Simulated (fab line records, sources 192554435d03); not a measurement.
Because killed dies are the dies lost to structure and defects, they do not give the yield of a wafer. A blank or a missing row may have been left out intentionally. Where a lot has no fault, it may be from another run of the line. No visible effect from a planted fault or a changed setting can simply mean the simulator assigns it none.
8D (eight disciplines) problem report, filled in by code + flow n5Finfet + the parts of the form that need people (team, actions taken, sign-off) are left out

1. WHAT IS WRONG
Wafers without a fault read 386.2 W, standard deviation 2; rfFwdPowerW at N5_MOL_CONTACT_COAG_ETCH_47 reads a mean of 481.6 W on 9 wafers belonging to 3 lots. Measured from the usual mean, that is +48 standard deviations.
The step: etches SiNx in CH3F/O2, stops on W, target depth 27 nm.
Earliest sighting: wafer L385.1 on rieDiel-04 at day 9 03:38. The record has a number at this step for 32 wafers belonging to 11 lots. Rule for "out", or "out of limits": more than 4 standard deviations from the usual mean. All remaining wafers that have a number are taken as sound.

2. WHAT IT IS, WHAT IT ISN'T
| question                    | is                     | is not                                                                                     |
|-----------------------------|------------------------|--------------------------------------------------------------------------------------------|
| which readings at this step | rfFwdPowerW, rfVppV    | drypumpMotorCurrentA, oes_ar_750_au, oesProductAu, showerheadPlenumPTorr, throttleValvePct |
| which lots                  | L385, L386, L387       | L369, L371, L375, L379, L383, L390, L391, L392                                             |
| which wafers of those lots  | all that have a number | -                                                                                          |
| read on which tools         | rieDiel-04             | rieDiel-03, rieDiel-06                                                                     |
| when                        | from day 9 03:38       | up to then (14 sound wafers); but 9 sound wafers of L390, L391, L392 came after            |

3. WHAT RULES OUT EACH SUSPECT
Counting: a tool stays on the suspect list if, at a process step up to the reading, it processed all lots that are out and no sound lot following the first of them.
- rieDiel-04 at N5_MOL_CONTACT_COAG_ETCHBACK_132 (etches SiO2 in CHF3, target depth 10 nm, time 6.7 s): kept. It processed each lot that is out, first L385 at day 9 03:22, and no sound lot thereafter; up to then, the last sound lot it processed was L383 at day 8 15:29.
- rieDiel-04 at N5_MOL_CONTACT_COAG_ETCH_47 (etches SiNx in CH3F/O2, stops on W, target depth 27 nm): kept. It processed each lot that is out, first L385 at day 9 03:38, and no sound lot thereafter; up to then, the last sound lot it processed was L383 at day 8 15:46. On those wafers its own readings are out: rfFwdPowerW, rfVppV.
Left after counting: rieDiel-04 at N5_MOL_CONTACT_COAG_ETCHBACK_132, rieDiel-04 at N5_MOL_CONTACT_COAG_ETCH_47.

4. THE CAUSE (what the simulator had put in)
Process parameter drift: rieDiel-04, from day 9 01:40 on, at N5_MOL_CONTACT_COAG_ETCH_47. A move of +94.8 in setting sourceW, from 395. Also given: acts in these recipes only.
After counting, 2 suspects remain, this tool included.

5. THE EFFECT CHAIN, in route order
Each row: a reading whose mean over the struck wafers that have a number lies more than 3 standard deviations from the usual. Only readings for which the record gives a usual standard deviation are gone through. hours: the time from each lot's start at the first step in this table that gives one to its start at this step, as a median over the lots. sigmas: the change in usual standard deviations.
| hours | step                        | reading       | usual   | on struck wafers | change | sigmas |
|-------|-----------------------------|---------------|---------|------------------|--------|--------|
| 0     | N5_MOL_CONTACT_COAG_ETCH_47 | etchRfOnTimeS | 31.0 s  | 28.5             | -2.5   | -3.9   |
| 0     | N5_MOL_CONTACT_COAG_ETCH_47 | rfFwdPowerW   | 386.2 W | 481.6            | +95.4  | +48    |
| 0     | N5_MOL_CONTACT_COAG_ETCH_47 | rfVppV        | 295 V   | 265              | -30    | -5.4   |
Here are the process steps it includes:
- N5_MOL_CONTACT_COAG_ETCH_47: etches SiNx in CH3F/O2, stops on W, target depth 27 nm.

6. HOW IT WOULD HAVE BEEN CAUGHT EARLIER
The fault began at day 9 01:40; the first out-of-limits reading in this record came at day 9 03:38, 2 hours later.
